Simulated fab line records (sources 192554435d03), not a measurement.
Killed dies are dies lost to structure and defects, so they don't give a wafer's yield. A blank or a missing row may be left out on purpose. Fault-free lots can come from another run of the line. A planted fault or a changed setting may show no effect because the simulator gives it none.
Which tool was responsible? | flow n5-finfet | 13 lots, 39 wafers sampled, at 3 steps of a route of 1938

WHAT THE GAUGES READ, wafer by wafer
N5_BEOL_M5_INSPECT_58: inspects for defects (darkfield). Usual: raw-defect-count 73, standard deviation 24.
lot  | measured     | on                | raw-defect-count | flag
L401 | day 8 11:34  | defect-inspect-02 | 42 43 51         |
L403 | day 8 13:43  | defect-inspect-01 | 117 81 71        |
L404 | day 8 22:05  | defect-inspect-01 | 87 47 77         |
L405 | day 9 00:59  | defect-inspect-02 | 54 89 88         |
L407 | day 9 23:33  | defect-inspect-02 | 66 34 74         |
L409 | day 10 05:11 | defect-inspect-02 | 66 61 75         |
L408 | day 10 05:55 | defect-inspect-01 | 38 72 78         |
L410 | day 10 14:56 | defect-inspect-02 | 58 92 57         |
L415 | day 11 18:45 | defect-inspect-02 | 103 114 85       |
L416 | day 12 04:18 | defect-inspect-02 | 62 120 62        |
L420 | day 13 13:53 | defect-inspect-01 | 65 112 71        |
L423 | day 13 21:28 | defect-inspect-01 | 97 68 88         |
L421 | day 14 02:51 | defect-inspect-01 | 89 82 102        |

WHAT TOOL EACH LOT RAN ON (gives the tool, then ch and the chambers of the sampled wafers, and finally the start)
lot  | N5_BEOL_M5_ANNEAL_51             | N5_BEOL_M5_CO_CAP_78
L401 | rtp-anneal-01 ch 0, day 8 10:44  | cvd-co-01 ch 0,2, day 8 11:22
L403 | rtp-anneal-02 ch 0, day 8 12:38  | cvd-co-02 ch 0,1,2, day 8 13:29
L404 | rtp-anneal-02 ch 0, day 8 21:16  | cvd-co-01 ch 0,1, day 8 21:53
L405 | rtp-anneal-02 ch 0, day 9 00:07  | cvd-co-01 ch 0,1,2, day 9 00:47
L407 | rtp-anneal-01 ch 0, day 9 22:40  | cvd-co-01 ch 0,2, day 9 23:20
L409 | rtp-anneal-02 ch 0, day 10 04:10 | cvd-co-01 ch 0,2, day 10 04:58
L408 | rtp-anneal-02 ch 0, day 10 05:02 | cvd-co-01 ch 0,2, day 10 05:42
L410 | rtp-anneal-01 ch 0, day 10 14:04 | cvd-co-01 ch 0,1,2, day 10 14:44
L415 | rtp-anneal-02 ch 0, day 11 17:55 | cvd-co-02 ch 0,1,2, day 11 18:32
L416 | rtp-anneal-02 ch 0, day 12 03:23 | cvd-co-02 ch 0,1, day 12 04:04
L420 | rtp-anneal-01 ch 0, day 13 13:03 | cvd-co-02 ch 1,2, day 13 13:40
L423 | rtp-anneal-01 ch 0, day 13 20:38 | cvd-co-01 ch 1,2, day 13 21:16
L421 | rtp-anneal-01 ch 0, day 14 01:58 | cvd-co-01 ch 0,2, day 14 02:38
- N5_BEOL_M5_ANNEAL_51: time 90 s.
- N5_BEOL_M5_CO_CAP_78: material Co, precursor CCTBA/H2, target thk 2 nm, time 102.1 s.

WHAT THE TOOLS THEMSELVES READ (means of the sampled wafers that have a number; where no wafer has one, the mark that the record gives instead)
N5_BEOL_M5_ANNEAL_51. Usual: wafer_temp_C_max 226.06, standard deviation 0.23.
lot  | tool          | wafer_temp_C_max | flag
L401 | rtp-anneal-01 | 226.07           |
L403 | rtp-anneal-02 | 226.27           |
L404 | rtp-anneal-02 | 225.88           |
L405 | rtp-anneal-02 | 226.20           |
L407 | rtp-anneal-01 | 226.12           |
L409 | rtp-anneal-02 | 226.06           |
L408 | rtp-anneal-02 | 225.94           |
L410 | rtp-anneal-01 | 226.06           |
L415 | rtp-anneal-02 | 225.95           |
L416 | rtp-anneal-02 | 225.97           |
L420 | rtp-anneal-01 | 225.89           |
L423 | rtp-anneal-01 | 225.99           |
L421 | rtp-anneal-01 | 225.91           |

N5_BEOL_M5_CO_CAP_78. Usual: heater-power-w 226 W, standard deviation 11.
lot  | tool      | heater-power-w (W) | flag
L401 | cvd-co-01 | 223                |
L403 | cvd-co-02 | 216                |
L404 | cvd-co-01 | 234                |
L405 | cvd-co-01 | 230                |
L407 | cvd-co-01 | 225                |
L409 | cvd-co-01 | 221                |
L408 | cvd-co-01 | 225                |
L410 | cvd-co-01 | 229                |
L415 | cvd-co-02 | 215                |
L416 | cvd-co-02 | 207                |
L420 | cvd-co-02 | 228                |
L423 | cvd-co-01 | 233                |
L421 | cvd-co-01 | 228                |

THE ANSWER, worked out from the rows above alone
Rule: a lot is off if the mean of its wafers that have a number lies more than 3 standard deviations from the usual mean. Also off: a lot with no number at a reading for which 4 or more lots have one. Where the step has rows for the other lots, those lots are counted as sound. First the gauges in route order, then the tools' own readings, where a lot's mean is used as printed above. The first step at which some lot is off is used, and at that step the reading that is off furthest; a lot without a number counts as furthest.
Across all readings shown, no lot is off: no conclusion can be drawn from this.

WHAT THE SIMULATOR PUT IN
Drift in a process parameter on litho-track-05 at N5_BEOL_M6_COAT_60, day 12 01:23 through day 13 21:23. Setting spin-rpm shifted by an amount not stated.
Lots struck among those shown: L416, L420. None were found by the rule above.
